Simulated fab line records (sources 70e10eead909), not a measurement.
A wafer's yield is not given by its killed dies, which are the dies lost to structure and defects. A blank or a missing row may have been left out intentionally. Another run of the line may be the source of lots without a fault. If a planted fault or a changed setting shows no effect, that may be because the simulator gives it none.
fab line records / flow nand-harc
[record] lots = 5 wafers = 15 last-day = 24
route steps=1159 shown A_M1@1037
lots with no fault: from the same line, run without faults
start-h: the number of hours between the record's first day and the start of the first shown wafer of the lot / wait-h: hours since the lot's step before / " identical to the entry in the row above / L1.1+2: a row that stands for several wafers / - no value, or no start given / * or withheld: withheld / < > ~ a bound
route shown NAME@n: names a module that has steps shown in the file, with the first one's number in the route / usual: average and standard deviation across the fault-free wafers / same: alike in all rows / chamber/n: place in a boat / sites: readings site by site / _std_site: how widely they spread, as a standard deviation / _edge_site: inner sites' mean taken away from outer sites' mean / radius-mm: how far each site lies from the wafer's centre / mask NAME#n: copy n / behind: tool/chamber where the wafer was last shaped / hold: the reason the lot was held/the length of the hold in hours/how it ended / device: names the non-switching transistor (n, p or np) / end of line: tests run on the same wafers once the route is complete / a step without rows: its recipe alone / killed: dies that structure and defects cost at the first sort, which is not the same as the wafer's yield / map: per-die view of a wafer (x killed, . not killed, _ where there is no die)
set.NAME: the setting that was run; set.NAME@STEP: the one run at that earlier step / model.NAME: the simulator's own value behind a step, which no gauge read
certain route steps with their lots: each step a table, each wafer a row
services: when a tool's chamber went out of use (start-h, in hours from the record's first day, below 0 if earlier), for how many hours, and the reason
[[steps]]
[step NHARC_A_M1_OVL_MEAS_10]
[recipe] pitch-nm = 240
[usual] overlay-x-nm = -0.1/0.81 overlay-y-nm = 0.1/0.71
lot.wafer=L162.2 tool=overlay-02 chamber=- start-h=460.26 wait-h=- overlay-x-nm=0.8 overlay-y-nm=0.0
lot.wafer=L162.4 tool=overlay-02 chamber=- start-h=460.26 wait-h=- overlay-x-nm=0.7 overlay-y-nm=0.2
lot.wafer=L162.6 tool=overlay-02 chamber=- start-h=460.26 wait-h=- overlay-x-nm=1.0 overlay-y-nm=-0.3
lot.wafer=L169.3 tool=overlay-02 chamber=- start-h=497.39 wait-h=- overlay-x-nm=-0.1 overlay-y-nm=-0.3
lot.wafer=L169.4 tool=overlay-02 chamber=- start-h=497.39 wait-h=- overlay-x-nm=-0.7 overlay-y-nm=-0.4
lot.wafer=L169.5 tool=overlay-02 chamber=- start-h=497.39 wait-h=- overlay-x-nm=-0.2 overlay-y-nm=-0.4
lot.wafer=L173.2 tool=overlay-02 chamber=- start-h=525.26 wait-h=- overlay-x-nm=1.1 overlay-y-nm=0.2
lot.wafer=L173.3 tool=overlay-02 chamber=- start-h=525.26 wait-h=- overlay-x-nm=0.2 overlay-y-nm=0.6
lot.wafer=L173.4 tool=overlay-02 chamber=- start-h=525.26 wait-h=- overlay-x-nm=0.8 overlay-y-nm=0.5
lot.wafer=L175.1 tool=overlay-01 chamber=- start-h=527.30 wait-h=- overlay-x-nm=-0.9 overlay-y-nm=0.7
lot.wafer=L175.3 tool=overlay-01 chamber=- start-h=527.30 wait-h=- overlay-x-nm=-1.1 overlay-y-nm=1.0
lot.wafer=L175.5 tool=overlay-01 chamber=- start-h=527.30 wait-h=- overlay-x-nm=-0.7 overlay-y-nm=1.1
lot.wafer=L174.2 tool=overlay-02 chamber=- start-h=529.99 wait-h=- overlay-x-nm=-0.3 overlay-y-nm=-0.1
lot.wafer=L174.3 tool=overlay-02 chamber=- start-h=529.99 wait-h=- overlay-x-nm=-0.3 overlay-y-nm=0.1
lot.wafer=L174.6 tool=overlay-02 chamber=- start-h=529.99 wait-h=- overlay-x-nm=-1.2 overlay-y-nm=-0.1
[step NHARC_A_M1_INSPECT_11]
[usual] raw-defect-count = 31/15
lot.wafer=L162.2 tool=defect-inspect-01 chamber=- start-h=460.30 wait-h=0.0 raw-defect-count=55
lot.wafer=L162.4 tool=defect-inspect-01 chamber=- start-h=460.30 wait-h=0.0 raw-defect-count=44
lot.wafer=L162.6 tool=defect-inspect-01 chamber=- start-h=460.30 wait-h=0.0 raw-defect-count=42
lot.wafer=L169.3 tool=defect-inspect-01 chamber=- start-h=497.43 wait-h=0.0 raw-defect-count=14
lot.wafer=L169.4 tool=defect-inspect-01 chamber=- start-h=497.43 wait-h=0.0 raw-defect-count=14
lot.wafer=L169.5 tool=defect-inspect-01 chamber=- start-h=497.43 wait-h=0.0 raw-defect-count=29
lot.wafer=L173.2 tool=defect-inspect-01 chamber=- start-h=525.30 wait-h=0.0 raw-defect-count=71
lot.wafer=L173.3 tool=defect-inspect-01 chamber=- start-h=525.30 wait-h=0.0 raw-defect-count=59
lot.wafer=L173.4 tool=defect-inspect-01 chamber=- start-h=525.30 wait-h=0.0 raw-defect-count=49
lot.wafer=L175.1 tool=defect-inspect-02 chamber=- start-h=527.33 wait-h=0.0 raw-defect-count=50
lot.wafer=L175.3 tool=defect-inspect-02 chamber=- start-h=527.33 wait-h=0.0 raw-defect-count=54
lot.wafer=L175.5 tool=defect-inspect-02 chamber=- start-h=527.33 wait-h=0.0 raw-defect-count=62
lot.wafer=L174.2 tool=defect-inspect-02 chamber=- start-h=530.04 wait-h=0.0 raw-defect-count=46
lot.wafer=L174.3 tool=defect-inspect-02 chamber=- start-h=530.04 wait-h=0.0 raw-defect-count=32
lot.wafer=L174.6 tool=defect-inspect-02 chamber=- start-h=530.04 wait-h=0.0 raw-defect-count=34
[step NHARC_A_M1_DESCUM_14]
[recipe] time-s = 3 o2-flow-sccm = 200 ar-flow-sccm = 0 bias-power-w = 0 chemistry = O2
[step NHARC_A_M1_ETCH_35]
[recipe] target-depth-a = 400 overetch-a = 120 time-s = 43.94 ion-energy-ev = 200 n2-flow-sccm = 150 h2-flow-sccm = 150 ar-flow-sccm = 0 rf-w = 400 bias-w = 150 chemistry = N2/H2
[usual] bias-w = 150.0/0.44 drypump-motor-current-A = 5.6/0.46 oes-product-au = 1.000/0.0073 rf-vpp-V = 429.3/2.8 showerhead-plenum-p-Torr = 1.99/0.094 throttle-valve-pct = 14.171/0.0092
lot.wafer=L162.4 tool=rie-diel-05 chamber=2 start-h=460.44 wait-h=0.1 bias-w=149.7 drypump-motor-current-A=5.8 oes-product-au=1.010 rf-hours-counter-h=3 rf-vpp-V=427.8 showerhead-plenum-p-Torr=1.91 throttle-valve-pct=14.169
lot.wafer=L162.2 tool=rie-diel-05 chamber=0 start-h=460.44 wait-h=0.1 bias-w=149.8 drypump-motor-current-A=6.5 oes-product-au=1.007 rf-hours-counter-h=3 rf-vpp-V=434.4 showerhead-plenum-p-Torr=2.19 throttle-valve-pct=14.186
lot.wafer=L162.6 tool=rie-diel-05 chamber=3 start-h=460.44 wait-h=0.1 bias-w=150.2 drypump-motor-current-A=5.2 oes-product-au=0.996 rf-hours-counter-h=- rf-vpp-V=430.6 showerhead-plenum-p-Torr=2.03 throttle-valve-pct=14.160
lot.wafer=L169.3 tool=rie-diel-02 chamber=3 start-h=497.58 wait-h=0.1 bias-w=150.6 drypump-motor-current-A=5.2 oes-product-au=1.001 rf-hours-counter-h=15 rf-vpp-V=426.2 showerhead-plenum-p-Torr=1.91 throttle-valve-pct=14.157
lot.wafer=L169.4 tool=rie-diel-02 chamber=1 start-h=497.58 wait-h=0.1 bias-w=151.1 drypump-motor-current-A=5.5 oes-product-au=1.000 rf-hours-counter-h=15 rf-vpp-V=429.8 showerhead-plenum-p-Torr=2.03 throttle-valve-pct=14.172
lot.wafer=L169.5 tool=rie-diel-02 chamber=0 start-h=497.58 wait-h=0.1 bias-w=150.2 drypump-motor-current-A=5.8 oes-product-au=1.000 rf-hours-counter-h=- rf-vpp-V=431.0 showerhead-plenum-p-Torr=2.03 throttle-valve-pct=14.158
lot.wafer=L173.3 tool=rie-diel-10 chamber=2 start-h=525.45 wait-h=0.1 bias-w=150.4 drypump-motor-current-A=5.7 oes-product-au=0.993 rf-hours-counter-h=9 rf-vpp-V=424.8 showerhead-plenum-p-Torr=1.91 throttle-valve-pct=14.174
lot.wafer=L173.4 tool=rie-diel-10 chamber=3 start-h=525.45 wait-h=0.1 bias-w=149.2 drypump-motor-current-A=5.2 oes-product-au=1.002 rf-hours-counter-h=9 rf-vpp-V=426.1 showerhead-plenum-p-Torr=1.91 throttle-valve-pct=14.171
lot.wafer=L173.2 tool=rie-diel-10 chamber=0 start-h=525.45 wait-h=0.1 bias-w=149.4 drypump-motor-current-A=5.5 oes-product-au=0.996 rf-hours-counter-h=9 rf-vpp-V=431.3 showerhead-plenum-p-Torr=2.08 throttle-valve-pct=14.165
lot.wafer=L175.3 tool=rie-diel-05 chamber=1 start-h=527.49 wait-h=0.1 bias-w=150.3 drypump-motor-current-A=6.1 oes-product-au=1.002 rf-hours-counter-h=0 rf-vpp-V=427.8 showerhead-plenum-p-Torr=1.94 throttle-valve-pct=14.171
lot.wafer=L175.1 tool=rie-diel-05 chamber=2 start-h=527.49 wait-h=0.1 bias-w=149.9 drypump-motor-current-A=5.7 oes-product-au=1.000 rf-hours-counter-h=0 rf-vpp-V=428.3 showerhead-plenum-p-Torr=1.91 throttle-valve-pct=14.184
lot.wafer=L175.5 tool=rie-diel-05 chamber=3 start-h=527.49 wait-h=0.1 bias-w=149.2 drypump-motor-current-A=5.3 oes-product-au=1.000 rf-hours-counter-h=- rf-vpp-V=430.4 showerhead-plenum-p-Torr=2.03 throttle-valve-pct=14.172
lot.wafer=L174.2 tool=rie-diel-02 chamber=1 start-h=530.19 wait-h=0.1 bias-w=149.5 drypump-motor-current-A=5.5 oes-product-au=1.000 rf-hours-counter-h=1 rf-vpp-V=430.0 showerhead-plenum-p-Torr=2.03 throttle-valve-pct=14.196
lot.wafer=L174.3 tool=rie-diel-02 chamber=3 start-h=530.19 wait-h=0.1 bias-w=149.8 drypump-motor-current-A=5.2 oes-product-au=0.999 rf-hours-counter-h=1 rf-vpp-V=427.9 showerhead-plenum-p-Torr=1.91 throttle-valve-pct=14.187
lot.wafer=L174.6 tool=rie-diel-02 chamber=1 start-h=530.19 wait-h=0.1 bias-w=149.3 drypump-motor-current-A=5.5 oes-product-au=1.010 rf-hours-counter-h=- rf-vpp-V=429.1 showerhead-plenum-p-Torr=2.03 throttle-valve-pct=14.163
[step NHARC_A_M1_ETCH_15]
[recipe] target-depth-a = 1825 time-s = 91.2 c4f8-flow-sccm = withheld ar-flow-sccm = 400 rf-w = 600 bias-w = 300 chemistry = C4F8/Ar
[usual] bias-w = 300.1/0.86 oes-product-au = 0.951/0.024 rf-vpp-V = 439.5/2.9
lot.wafer=L162.2 tool=rie-diel-05 chamber=1 start-h=- wait-h=- bias-w=301.0 oes-product-au=0.957 rf-hours-counter-h=3 rf-vpp-V=437.2
lot.wafer=L162.4 tool=rie-diel-05 chamber=0 start-h=- wait-h=- bias-w=300.6 oes-product-au=0.958 rf-hours-counter-h=3 rf-vpp-V=446.0
lot.wafer=L162.6 tool=rie-diel-05 chamber=1 start-h=- wait-h=- bias-w=300.1 oes-product-au=0.964 rf-hours-counter-h=- rf-vpp-V=437.8
lot.wafer=L169.3 tool=rie-diel-02 chamber=2 start-h=- wait-h=- bias-w=301.0 oes-product-au=0.934 rf-hours-counter-h=16 rf-vpp-V=442.5
lot.wafer=L169.4 tool=rie-diel-02 chamber=3 start-h=- wait-h=- bias-w=301.3 oes-product-au=0.910 rf-hours-counter-h=15 rf-vpp-V=436.1
lot.wafer=L169.5 tool=rie-diel-02 chamber=1 start-h=- wait-h=- bias-w=299.0 oes-product-au=0.929 rf-hours-counter-h=- rf-vpp-V=440.8
lot.wafer=L173.2 tool=rie-diel-10 chamber=0 start-h=- wait-h=- bias-w=299.8 oes-product-au=0.915 rf-hours-counter-h=9 rf-vpp-V=441.2
lot.wafer=L173.4 tool=rie-diel-10 chamber=1 start-h=- wait-h=- bias-w=300.6 oes-product-au=0.919 rf-hours-counter-h=9 rf-vpp-V=437.4
lot.wafer=L173.3 tool=rie-diel-10 chamber=2 start-h=- wait-h=- bias-w=298.5 oes-product-au=0.921 rf-hours-counter-h=9 rf-vpp-V=437.8
lot.wafer=L175.1 tool=rie-diel-05 chamber=3 start-h=- wait-h=- bias-w=301.5 oes-product-au=0.950 rf-hours-counter-h=0 rf-vpp-V=441.9
lot.wafer=L175.3 tool=rie-diel-05 chamber=0 start-h=- wait-h=- bias-w=303.0 oes-product-au=0.982 rf-hours-counter-h=0 rf-vpp-V=445.2
lot.wafer=L175.5 tool=rie-diel-05 chamber=1 start-h=- wait-h=- bias-w=298.5 oes-product-au=0.973 rf-hours-counter-h=- rf-vpp-V=438.1
lot.wafer=L174.3 tool=rie-diel-02 chamber=3 start-h=- wait-h=- bias-w=300.5 oes-product-au=0.971 rf-hours-counter-h=1 rf-vpp-V=437.7
lot.wafer=L174.2 tool=rie-diel-02 chamber=0 start-h=- wait-h=- bias-w=300.0 oes-product-au=0.985 rf-hours-counter-h=1 rf-vpp-V=441.6
lot.wafer=L174.6 tool=rie-diel-02 chamber=1 start-h=- wait-h=- bias-w=299.0 oes-product-au=0.959 rf-hours-counter-h=- rf-vpp-V=439.3
[step NHARC_A_M1_CD_MEAS_16]
[usual] cd-nm = 119.7/0.66
lot.wafer=L162.2 tool=cd-sem-03 chamber=- start-h=460.67 wait-h=- cd-nm=120.2
lot.wafer=L162.4 tool=cd-sem-03 chamber=- start-h=460.67 wait-h=- cd-nm=119.4
lot.wafer=L162.6 tool=cd-sem-03 chamber=- start-h=460.67 wait-h=- cd-nm=119.2
lot.wafer=L169.3 tool=cd-sem-02 chamber=- start-h=497.81 wait-h=- cd-nm=119.2
lot.wafer=L169.4 tool=cd-sem-02 chamber=- start-h=497.81 wait-h=- cd-nm=119.6
lot.wafer=L169.5 tool=cd-sem-02 chamber=- start-h=497.81 wait-h=- cd-nm=119.5
lot.wafer=L173.2 tool=cd-sem-03 chamber=- start-h=525.67 wait-h=- cd-nm=119.8
lot.wafer=L173.3 tool=cd-sem-03 chamber=- start-h=525.67 wait-h=- cd-nm=120.3
lot.wafer=L173.4 tool=cd-sem-03 chamber=- start-h=525.67 wait-h=- cd-nm=119.8
lot.wafer=L175.1 tool=cd-sem-02 chamber=- start-h=527.71 wait-h=- cd-nm=120.5
lot.wafer=L175.3 tool=cd-sem-02 chamber=- start-h=527.71 wait-h=- cd-nm=119.1
lot.wafer=L175.5 tool=cd-sem-02 chamber=- start-h=527.71 wait-h=- cd-nm=119.5
lot.wafer=L174.2 tool=cd-sem-01 chamber=- start-h=530.40 wait-h=- cd-nm=120.7
lot.wafer=L174.3 tool=cd-sem-01 chamber=- start-h=530.40 wait-h=- cd-nm=120.7
lot.wafer=L174.6 tool=cd-sem-01 chamber=- start-h=530.40 wait-h=- cd-nm=120.8
[step NHARC_A_M1_STRIP_18]
[recipe] power-w = 1000 n2-flow-sccm = 150 h2-flow-sccm = 150 ar-flow-sccm = 0 bias-w = 0 chemistry = N2/H2
[usual] drypump-motor-current-A = 5.5/0.39 oes-product-au = 1.002/0.0068 rf-vpp-V = 90.3/0.97 showerhead-plenum-p-Torr = 1.99/0.082 throttle-valve-pct = 14.171/0.0095
[same] bias-w = 0
lot.wafer=L162.2 tool=rie-diel-02 chamber=1 start-h=460.76 wait-h=0.1 drypump-motor-current-A=5.5 oes-product-au=1.005 rf-hours-counter-h=11 rf-vpp-V=90.5 showerhead-plenum-p-Torr=2.04 throttle-valve-pct=14.173
lot.wafer=L162.4 tool=rie-diel-02 chamber=3 start-h=460.76 wait-h=0.1 drypump-motor-current-A=5.3 oes-product-au=0.999 rf-hours-counter-h=11 rf-vpp-V=89.8 showerhead-plenum-p-Torr=1.91 throttle-valve-pct=14.173
lot.wafer=L162.6 tool=rie-diel-02 chamber=1 start-h=460.76 wait-h=0.1 drypump-motor-current-A=5.5 oes-product-au=1.003 rf-hours-counter-h=- rf-vpp-V=90.5 showerhead-plenum-p-Torr=2.04 throttle-valve-pct=14.153
lot.wafer=L169.4 tool=rie-diel-05 chamber=1 start-h=497.88 wait-h=0.1 drypump-motor-current-A=6.1 oes-product-au=1.017 rf-hours-counter-h=4 rf-vpp-V=89.7 showerhead-plenum-p-Torr=1.94 throttle-valve-pct=14.182
lot.wafer=L169.3 tool=rie-diel-05 chamber=0 start-h=497.88 wait-h=0.1 drypump-motor-current-A=6.5 oes-product-au=0.999 rf-hours-counter-h=3 rf-vpp-V=91.2 showerhead-plenum-p-Torr=2.19 throttle-valve-pct=14.161
lot.wafer=L169.5 tool=rie-diel-05 chamber=2 start-h=497.88 wait-h=0.1 drypump-motor-current-A=5.7 oes-product-au=1.014 rf-hours-counter-h=- rf-vpp-V=89.7 showerhead-plenum-p-Torr=1.91 throttle-valve-pct=14.175
lot.wafer=L173.3 tool=rie-diel-10 chamber=3 start-h=525.74 wait-h=0.1 drypump-motor-current-A=5.2 oes-product-au=1.001 rf-hours-counter-h=9 rf-vpp-V=89.8 showerhead-plenum-p-Torr=1.91 throttle-valve-pct=14.164
lot.wafer=L173.4 tool=rie-diel-10 chamber=0 start-h=525.74 wait-h=0.1 drypump-motor-current-A=5.5 oes-product-au=1.006 rf-hours-counter-h=9 rf-vpp-V=90.4 showerhead-plenum-p-Torr=2.08 throttle-valve-pct=14.175
lot.wafer=L173.2 tool=rie-diel-10 chamber=1 start-h=525.74 wait-h=0.1 drypump-motor-current-A=4.7 oes-product-au=0.996 rf-hours-counter-h=9 rf-vpp-V=89.2 showerhead-plenum-p-Torr=1.91 throttle-valve-pct=14.169
lot.wafer=L175.1 tool=rie-diel-02 chamber=3 start-h=527.81 wait-h=0.1 drypump-motor-current-A=5.2 oes-product-au=1.005 rf-hours-counter-h=0 rf-vpp-V=90.2 showerhead-plenum-p-Torr=1.91 throttle-valve-pct=14.160
lot.wafer=L175.3 tool=rie-diel-02 chamber=1 start-h=527.81 wait-h=0.1 drypump-motor-current-A=5.6 oes-product-au=1.008 rf-hours-counter-h=1 rf-vpp-V=90.3 showerhead-plenum-p-Torr=2.03 throttle-valve-pct=14.163
lot.wafer=L175.5 tool=rie-diel-02 chamber=2 start-h=527.81 wait-h=0.1 drypump-motor-current-A=5.9 oes-product-au=1.003 rf-hours-counter-h=- rf-vpp-V=90.8 showerhead-plenum-p-Torr=2.09 throttle-valve-pct=14.177
lot.wafer=L174.3 tool=rie-diel-05 chamber=3 start-h=530.50 wait-h=0.1 drypump-motor-current-A=5.2 oes-product-au=0.993 rf-hours-counter-h=0 rf-vpp-V=91.1 showerhead-plenum-p-Torr=2.03 throttle-valve-pct=14.179
lot.wafer=L174.2 tool=rie-diel-05 chamber=1 start-h=530.50 wait-h=0.1 drypump-motor-current-A=6.1 oes-product-au=1.000 rf-hours-counter-h=0 rf-vpp-V=90.1 showerhead-plenum-p-Torr=1.94 throttle-valve-pct=14.175
lot.wafer=L174.6 tool=rie-diel-05 chamber=3 start-h=530.50 wait-h=0.1 drypump-motor-current-A=5.3 oes-product-au=0.988 rf-hours-counter-h=- rf-vpp-V=89.1 showerhead-plenum-p-Torr=2.03 throttle-valve-pct=14.182
[step NHARC_A_M1_ETCH_28]
[recipe] target-depth-a = 300 over-etch-frac = 0.3 time-s = 72.99 ion-energy-ev = 150 cf4-flow-sccm = 50 n2-flow-sccm = 100 ar-flow-sccm = 150 rf-w = 300 bias-w = 100 chemistry = CF4/N2
[step NHARC_A_M1_STRIP_19]
[recipe] time-s = 600 temp-c = 30 chemistry = post-etch-residue-remover
[step NHARC_A_M1_DEGAS_29]
[recipe] temp-c = 250 time-s = 60
[step NHARC_A_M1_PRE_CLEAN_30]
[recipe] time-s = 30 temp-c = 280 gas = H2/He
[usual] heater-power-w = 423/28
lot.wafer=L162.2 tool=pvd-sputter-02 chamber=- start-h=- wait-h=- heater-power-w=448
lot.wafer=L162.4 tool=pvd-sputter-02 chamber=- start-h=- wait-h=- heater-power-w=412
lot.wafer=L162.6 tool=pvd-sputter-02 chamber=- start-h=- wait-h=- heater-power-w=430
lot.wafer=L169.4 tool=pvd-sputter-01 chamber=- start-h=- wait-h=- heater-power-w=367
lot.wafer=L169.3 tool=pvd-sputter-01 chamber=- start-h=- wait-h=- heater-power-w=431
lot.wafer=L169.5 tool=pvd-sputter-01 chamber=- start-h=- wait-h=- heater-power-w=429
lot.wafer=L173.3 tool=pvd-sputter-01 chamber=- start-h=- wait-h=- heater-power-w=409
lot.wafer=L173.2 tool=pvd-sputter-01 chamber=- start-h=- wait-h=- heater-power-w=367
lot.wafer=L173.4 tool=pvd-sputter-01 chamber=- start-h=- wait-h=- heater-power-w=419
lot.wafer=L175.1 tool=pvd-sputter-01 chamber=- start-h=- wait-h=- heater-power-w=412
lot.wafer=L175.3 tool=pvd-sputter-01 chamber=- start-h=- wait-h=- heater-power-w=416
lot.wafer=L175.5 tool=pvd-sputter-01 chamber=- start-h=- wait-h=- heater-power-w=435
lot.wafer=L174.3 tool=pvd-sputter-01 chamber=- start-h=- wait-h=- heater-power-w=421
lot.wafer=L174.2 tool=pvd-sputter-01 chamber=- start-h=- wait-h=- heater-power-w=419
lot.wafer=L174.6 tool=pvd-sputter-01 chamber=- start-h=- wait-h=- heater-power-w=369
[step NHARC_A_M1_PVD_20]
[recipe] target-thk-a = 50 bias-v = 168.6 power-w = 15000 chamber-pressure-pa = 0.12 time-s = 8.06 substrate-temp-c = 50 material = TaN
[usual] bias-v = 168.5/1.6 cathode-dc-power-W = 15000/2.6 throttle-valve-pct = 30.0/0.77
lot.wafer=L162.4 tool=pvd-sputter-02 chamber=- start-h=- wait-h=- bias-v=167.8 cathode-dc-power-W=14997 throttle-valve-pct=30.4
lot.wafer=L162.2 tool=pvd-sputter-02 chamber=- start-h=- wait-h=- bias-v=164.7 cathode-dc-power-W=14999 throttle-valve-pct=30.6
lot.wafer=L162.6 tool=pvd-sputter-02 chamber=- start-h=- wait-h=- bias-v=169.4 cathode-dc-power-W=14998 throttle-valve-pct=30.4
lot.wafer=L169.4 tool=pvd-sputter-01 chamber=- start-h=- wait-h=- bias-v=167.0 cathode-dc-power-W=14996 throttle-valve-pct=30.2
lot.wafer=L169.3 tool=pvd-sputter-01 chamber=- start-h=- wait-h=- bias-v=170.0 cathode-dc-power-W=14999 throttle-valve-pct=29.1
lot.wafer=L169.5 tool=pvd-sputter-01 chamber=- start-h=- wait-h=- bias-v=167.4 cathode-dc-power-W=15002 throttle-valve-pct=29.6
lot.wafer=L173.3 tool=pvd-sputter-01 chamber=- start-h=- wait-h=- bias-v=169.3 cathode-dc-power-W=15000 throttle-valve-pct=29.8
lot.wafer=L173.2 tool=pvd-sputter-01 chamber=- start-h=- wait-h=- bias-v=171.0 cathode-dc-power-W=14994 throttle-valve-pct=30.4
lot.wafer=L173.4 tool=pvd-sputter-01 chamber=- start-h=- wait-h=- bias-v=168.7 cathode-dc-power-W=15001 throttle-valve-pct=29.5
lot.wafer=L175.3 tool=pvd-sputter-01 chamber=- start-h=- wait-h=- bias-v=171.3 cathode-dc-power-W=14997 throttle-valve-pct=31.1
lot.wafer=L175.1 tool=pvd-sputter-01 chamber=- start-h=- wait-h=- bias-v=169.5 cathode-dc-power-W=15000 throttle-valve-pct=29.7
lot.wafer=L175.5 tool=pvd-sputter-01 chamber=- start-h=- wait-h=- bias-v=170.2 cathode-dc-power-W=15003 throttle-valve-pct=31.0
lot.wafer=L174.2 tool=pvd-sputter-01 chamber=- start-h=- wait-h=- bias-v=167.2 cathode-dc-power-W=14999 throttle-valve-pct=30.0
lot.wafer=L174.3 tool=pvd-sputter-01 chamber=- start-h=- wait-h=- bias-v=167.2 cathode-dc-power-W=15000 throttle-valve-pct=30.4
lot.wafer=L174.6 tool=pvd-sputter-01 chamber=- start-h=- wait-h=- bias-v=168.2 cathode-dc-power-W=14998 throttle-valve-pct=29.8
[step NHARC_A_M1_PVD_21]
[recipe] target-thk-a = 300 chamber-pressure-pa = 5 power-w = 5000 substrate-temp-c = 30 time-s = 20.49 material = Cu
[usual] cathode-dc-power-W = 5000.0/0.94 chamber-pressure-pa = 5.002/0.0099 throttle-valve-pct = 30.1/0.76
lot.wafer=L162.4 tool=pvd-sputter-02 chamber=- start-h=461.60 wait-h=- cathode-dc-power-W=5000.7 chamber-pressure-pa=5.000 throttle-valve-pct=30.8
lot.wafer=L162.2 tool=pvd-sputter-02 chamber=- start-h=461.60 wait-h=- cathode-dc-power-W=4999.7 chamber-pressure-pa=5.000 throttle-valve-pct=30.4
lot.wafer=L162.6 tool=pvd-sputter-02 chamber=- start-h=461.60 wait-h=- cathode-dc-power-W=4998.4 chamber-pressure-pa=5.009 throttle-valve-pct=30.2
lot.wafer=L169.4 tool=pvd-sputter-01 chamber=- start-h=498.76 wait-h=- cathode-dc-power-W=- chamber-pressure-pa=- throttle-valve-pct=-
lot.wafer=L169.3 tool=pvd-sputter-01 chamber=- start-h=498.76 wait-h=- cathode-dc-power-W=- chamber-pressure-pa=- throttle-valve-pct=-
lot.wafer=L169.5 tool=pvd-sputter-01 chamber=- start-h=498.76 wait-h=- cathode-dc-power-W=- chamber-pressure-pa=- throttle-valve-pct=-
lot.wafer=L173.3 tool=pvd-sputter-01 chamber=- start-h=526.61 wait-h=- cathode-dc-power-W=4999.3 chamber-pressure-pa=5.020 throttle-valve-pct=29.6
lot.wafer=L173.2 tool=pvd-sputter-01 chamber=- start-h=526.61 wait-h=- cathode-dc-power-W=5000.0 chamber-pressure-pa=4.999 throttle-valve-pct=31.4
lot.wafer=L173.4 tool=pvd-sputter-01 chamber=- start-h=526.61 wait-h=- cathode-dc-power-W=4998.6 chamber-pressure-pa=4.999 throttle-valve-pct=30.5
lot.wafer=L175.3 tool=pvd-sputter-01 chamber=- start-h=528.66 wait-h=- cathode-dc-power-W=4999.6 chamber-pressure-pa=4.999 throttle-valve-pct=29.9
lot.wafer=L175.1 tool=pvd-sputter-01 chamber=- start-h=528.66 wait-h=- cathode-dc-power-W=4999.1 chamber-pressure-pa=4.999 throttle-valve-pct=31.0
lot.wafer=L175.5 tool=pvd-sputter-01 chamber=- start-h=528.66 wait-h=- cathode-dc-power-W=4999.6 chamber-pressure-pa=5.015 throttle-valve-pct=29.7
lot.wafer=L174.2 tool=pvd-sputter-01 chamber=- start-h=531.34 wait-h=- cathode-dc-power-W=4999.6 chamber-pressure-pa=4.991 throttle-valve-pct=29.8
lot.wafer=L174.3 tool=pvd-sputter-01 chamber=- start-h=531.34 wait-h=- cathode-dc-power-W=5002.1 chamber-pressure-pa=5.002 throttle-valve-pct=30.6
lot.wafer=L174.6 tool=pvd-sputter-01 chamber=- start-h=531.34 wait-h=- cathode-dc-power-W=4999.7 chamber-pressure-pa=5.008 throttle-valve-pct=30.1
[step NHARC_A_M1_ECD_22]
[recipe] target-thk-a = 4000 bath-temp-c = 25 material = Cu
[[services]]
tool=rie-diel-05 chamber=0 start-h=447.65 hours=- kind=clean
tool=rie-diel-05 chamber=1 start-h=447.65 hours=- kind=clean
tool=rie-diel-05 chamber=2 start-h=447.65 hours=- kind=clean
tool=rie-diel-05 chamber=3 start-h=447.65 hours=- kind=clean
tool=rie-diel-02 chamber=0 start-h=459.37 hours=- kind=clean
tool=rie-diel-02 chamber=1 start-h=459.37 hours=- kind=clean
tool=rie-diel-02 chamber=2 start-h=459.37 hours=- kind=clean
tool=rie-diel-02 chamber=3 start-h=459.37 hours=- kind=clean
tool=rie-diel-05 chamber=- start-h=470.87 hours=1.2 kind=repair
tool=rie-diel-02 chamber=0 start-h=483.87 hours=- kind=clean
tool=rie-diel-02 chamber=1 start-h=483.87 hours=- kind=clean
tool=rie-diel-02 chamber=2 start-h=483.87 hours=- kind=clean
tool=rie-diel-02 chamber=3 start-h=483.87 hours=- kind=clean
tool=rie-diel-05 chamber=0 start-h=496.15 hours=- kind=clean
tool=rie-diel-05 chamber=1 start-h=496.15 hours=- kind=clean
tool=rie-diel-05 chamber=2 start-h=496.15 hours=- kind=clean
tool=rie-diel-05 chamber=3 start-h=496.15 hours=- kind=clean
tool=rie-diel-02 chamber=- start-h=504.70 hours=9.0 kind=pm
tool=rie-diel-02 chamber=0 start-h=504.70 hours=9.0 kind=vent-cycle
tool=rie-diel-02 chamber=1 start-h=504.70 hours=9.0 kind=vent-cycle
tool=pvd-sputter-01 chamber=- start-h=514.00 hours=10.0 kind=pm
tool=rie-diel-02 chamber=3 start-h=516.51 hours=8.7 kind=repair
tool=rie-diel-05 chamber=- start-h=517.65 hours=9.0 kind=pm
tool=rie-diel-10 chamber=- start-h=530.50 hours=9.0 kind=pm
[[key]]
[first-sign] step = NHARC_A_M1_PVD_21 reading = tool-record direction = missing
effect none on later readings
met-at NHARC_A_M1_PVD_21
struck-wafers L169.3,L169.4,L169.5
later-rows-left-out L169.3,L169.4,L169.5
sort-left-out L169.3,L169.4,L169.5
[fault] kind = skipped-step-whole tool = pvd-sputter-01,pvd-sputter-03 chamber = - onset-h = 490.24 steps = NHARC_A_M1_PVD_21 scope = struck-lots-only
// sort-left-out: the simulated sort isn't trusted on such a fault, so these wafers' sort isn't shown, and their yield isn't known
// later-rows-left-out: the simulator's readings of these wafers behind a module that went badly wrong aren't trusted and aren't shown, but for the sort
